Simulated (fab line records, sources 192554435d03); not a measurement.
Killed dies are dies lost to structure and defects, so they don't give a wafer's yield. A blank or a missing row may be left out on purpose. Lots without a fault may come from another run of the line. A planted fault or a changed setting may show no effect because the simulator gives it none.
A struck lot beside a sound one | flow n5_finfet | 18 steps out of a route of 1938
Sound: wafers L753.2, L753.4, L753.5. Struck: wafer L768.3. (L768.2, L768.4 of the same lot were not struck and are left out.) The cause comes at the end.
At each step with rows: each side's tool, then ch and its chambers, then its first start. Under that, the readings that differ: sound wafers | struck wafers | difference of the means | sigmas: that difference in standard deviations of wafers without a fault.
alike: readings whose means differ by less than 2 such deviations, and words and numbers that are the same on both sides. not compared: withheld readings, readings that some wafer has no value for, bounds like >300 that may hide the same value, and numbers for which the record gives no deviation and whose values overlap.
The two part at a step that has a row with sigmas, a row that says differs or no value, or rows on one side only. Numbers that don't overlap but have no deviation are shown without sigmas and don't part them. A reading that every wafer of one side lacks parts them only if that side has two wafers or more.

first, 9 steps without rows for these wafers: N5_BEOL_M2_COAT_61 (time 60 s, resist thk 60 nm); N5_BEOL_M2_COAT_62 (time 60 s, resist thk 12 nm); N5_BEOL_M2_COAT_73 (time 60 s, resist thk 5 nm); N5_BEOL_M2_COAT_05 (resist thk 30 nm); N5_BEOL_M2_EBR_07; N5_BEOL_M2_SOFTBAKE_06 (time 60 s); N5_BEOL_M2_EXPOSE_08 (exposes mask M2); N5_BEOL_M2_PEB_09 (peb time 60 s); N5_BEOL_M2_DEVELOP_10 (develop time 30 s).
N5_BEOL_M2_CD_MEAS_11: target cd 16.79 nm.
  sound on cd_sem-03 ch 0, day 6 10:14; struck on cd_sem-01 ch 0, day 10 07:32
  alike: cd_nm
N5_BEOL_M2_OVL_MEAS_12:
  sound on overlay-01 ch 0, day 6 10:16; struck on overlay-01 ch 0, day 10 07:34
  alike: M2_OVL
N5_BEOL_M2_INSPECT_13: inspects for defects (brightfield).
  sound on defect_inspect-02, day 6 10:20; struck on defect_inspect-02, day 10 07:37
  alike: raw_defect_count
N5_BEOL_M2_DESCUM_16: chemistry O2, time 7 s.
  sound on rie_diel-06 ch 1,3, day 6 10:22; struck on rie_diel-01 ch 0, day 10 07:53
  reading                                      | sound             | struck | difference | sigmas
  rf_vpp_V (V)                                 | 244.2 241.3 242.5 | 245.5  | +2.8       | +2
  model.CAR-EUV_of_BEOL_M2_COAT_05.thk_nm (nm) | 25.8 26 26        | 27.2   | +1.3       |
  alike: drypump_motor_current_A, oes_product_au, showerhead_plenum_p_Torr, throttle_valve_pct
  not compared: rf_fwd_power_W, rf_hours_counter_h
N5_BEOL_M2_ETCH_74: etches underlayer in N2/H2, target depth 6.5 nm, time 5.2 s.
  sound on rie_diel-06 ch 1,3, day 6 10:24; struck on rie_diel-01 ch 0, day 10 07:55
  alike: drypump_motor_current_A, etch_rf_on_time_s, h2_flow_sccm, oes_product_au, rf_fwd_power_W, rf_vpp_V, showerhead_plenum_p_Torr, throttle_valve_pct
  not compared: rf_hours_counter_h
N5_BEOL_M2_ETCH_63: etches SiARC in CF4, target depth 15.6 nm, time 26 s.
  sound on rie_diel-06 ch 1,3, day 6 10:25; struck on rie_diel-01 ch 0, day 10 07:56
  reading                         | sound          | struck | difference | sigmas
  showerhead_plenum_p_Torr (Torr) | 2.21 2.02 2.02 | 2.23   | +0.15      | +2
  model.BEOL_M2.cd_offset_nm (nm) | 0.2 0.4 0.2    | -0.2   | -0.5       |
  alike: drypump_motor_current_A, etch_rf_on_time_s, oes_product_au, rf_fwd_power_W, rf_vpp_V, throttle_valve_pct
  not compared: rf_hours_counter_h
N5_BEOL_M2_ETCH_64: etches SOC in N2/H2, target depth 75 nm, overetch 22.5 nm, time 121.9 s.
  sound on rie_diel-06 ch 1,3, day 6 10:26; struck on rie_diel-01 ch 0, day 10 07:58
  reading      | sound             | struck | difference | sigmas
  rf_vpp_V (V) | 524.0 520.1 519.2 | 527.0  | +5.9       | +3
  alike: drypump_motor_current_A, h2_flow_sccm, oes_product_au, rf_fwd_power_W, showerhead_plenum_p_Torr, throttle_valve_pct
  not compared: rf_hours_counter_h
N5_BEOL_M4_RC_MEAS_101:
  sound on prober-02 ch 0, day 8 08:02; struck on prober-02 ch 0, day 11 20:33
  alike: DIBL_N, DIBL_P, IOFF_N, IOFF_P, ION_N, ION_P, SS_N, SS_P, VT_N, VT_P
then, 1 step without rows for these wafers: N5_PASSIVATION_PROBE_49.

WHERE THEY PART
First at N5_BEOL_M2_DESCUM_16; last, within this record, at N5_BEOL_M2_ETCH_64. Later steps at which nothing parts them and some readings are alike: N5_BEOL_M4_RC_MEAS_101.

WHY: what the simulator had put in
Process parameter drift: rie_diel-01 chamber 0, from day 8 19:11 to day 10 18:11, at N5_BEOL_M2_DESCUM_16. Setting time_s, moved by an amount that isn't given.
